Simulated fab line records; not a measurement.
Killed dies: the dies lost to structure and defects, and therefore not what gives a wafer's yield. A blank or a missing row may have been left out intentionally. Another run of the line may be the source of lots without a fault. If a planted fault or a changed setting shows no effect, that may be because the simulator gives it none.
2 desks looking at one fault :: flow n5Finfet :: each desk has only its own numbers; what lay behind them comes last

== FOR THE TOOL OWNER'S DESK: pecvd-03 ==
The tool's own readings at N5_BEOL_M9_ILD_DEP_00 (deposits SiCOH lowk from DEMS/porogen, target thk 308.51 nm, time 58 s): means of the sampled wafers that have a number, for each lot that ran on this tool. Any lot whose mean is over 4 standard deviations away from the usual mean is out of limits and marked OUT; that distance is given in the brackets.
Columns: A = heaterPowerW at N5_BEOL_M9_ILD_DEP_00, usual 330 W; B = runLengthS at N5_BEOL_M9_ILD_DEP_00, usual 100.9 s; C = showerheadPlenumPTorr at N5_BEOL_M9_ILD_DEP_00, usual 5.737 Torr; D = throttleValvePct at N5_BEOL_M9_ILD_DEP_00, usual 13.7 %
lot: L987
first seen here: day 10 15:40
A: 319
B: 101.3
C: 5.730
D: 14.0

lot: L990
first seen here: day 12 16:02
A: 319
B: 101.2
C: 5.739
D: 13.8

lot: L998
first seen here: day 15 03:54
A: 322
B: 113.9 (+23) OUT
C: 5.739
D: 13.7

lot: L101
first seen here: day 15 13:02
A: 304
B: 113.8 (+23) OUT
C: 5.744
D: 14.1
This desk's finding: out of limits on L101, L998; first on L998, day 15 03:54 (runLengthS at N5_BEOL_M9_ILD_DEP_00). In limits: L987, L990.

== FROM THE METROLOGY DESK ==
What the gauges read for every lot (on any tool): the sampled wafers with a number, averaged. Any lot whose mean is over 4 standard deviations away from the usual mean is out of limits and marked OUT; that distance is given in the brackets. Shown are 7 of the 11 readings it has, namely the first that went out of limits plus those furthest out on some lot.
Columns: A = DIBL_P at N5_BEOL_M4_RC_MEAS_101, usual 36.2 mV/V; B = IOFF_P at N5_BEOL_M4_RC_MEAS_101, usual 0.21 nA/um; C = ION_N at N5_BEOL_M4_RC_MEAS_101, usual 675 uA/um; D = SS_N at N5_BEOL_M4_RC_MEAS_101, usual 71.4 mV/dec; E = VT_N at N5_BEOL_M4_RC_MEAS_101, usual 250.2 mV; F = VT_P at N5_BEOL_M4_RC_MEAS_101, usual -251 mV; G = M9_ILD_THK at N5_BEOL_M9_THK_MEAS_01, usual 269 nm
lot: L987
first seen here: day 9 05:26
A: 36.8
B: 0.23
C: 686
D: 72.2
E: 247.7
F: -248
G: 269

lot: L990
first seen here: day 10 23:41
A: 37.4
B: 0.21
C: 678
D: 71.7
E: 249.7
F: -248
G: 265

lot: L992
first seen here: day 12 00:50
A: 36.2
B: 0.19
C: 673
D: 71.3
E: 250.2
F: -251
G: 270

lot: L998
first seen here: day 13 12:22
A: 37.4
B: 0.20
C: 662
D: 72.3
E: 250.8
F: -251
G: 326 (+17) OUT

lot: L101
first seen here: day 13 22:02
A: 35.4
B: 0.23
C: 667
D: 70.9
E: 248.8
F: -247
G: 328 (+17) OUT

lot: L105
first seen here: day 15 04:00
A: 33.5
B: 0.19
C: 668
D: 70.7
E: 255.1
F: -252
G: 270

lot: L107
first seen here: day 15 06:41
A: 37.1
B: 0.26
C: 678
D: 71.2
E: 247.3
F: -243
G: 271

lot: L108
first seen here: day 15 08:19
A: 35.9
B: 0.24
C: 676
D: 71.4
E: 249.6
F: -246
G: 272

lot: L109
first seen here: day 15 11:02
A: 37.1
B: 0.22
C: 673
D: 71.7
E: 251.0
F: -251
G: 269
This desk's result: L101, L998 out of limits, first on L998 (M9_ILD_THK at N5_BEOL_M9_THK_MEAS_01), day 15 04:29. In limits: L987, L990, L992, L105, L107, L108, L109.

== TAKEN TOGETHER ==
An alarm could have come from the tool owner's desk at day 15 03:54, on L101, L998.
On L101, L998, the metrology desk was in a position to raise an alarm at day 15 04:29.
N5_BEOL_M9_ILD_DEP_00 was run on pecvd-03 by each of the lots named.

== WHAT THE SIMULATOR HAD INSERTED ==
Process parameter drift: pecvd-03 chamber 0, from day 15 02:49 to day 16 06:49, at N5_BEOL_M9_ILD_DEP_00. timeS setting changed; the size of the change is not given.
Lots struck among those shown: L101, L998.
Time in hours from fault onset to the first out-of-limits reading at each desk: tool owner's desk 1, metrology desk 2.
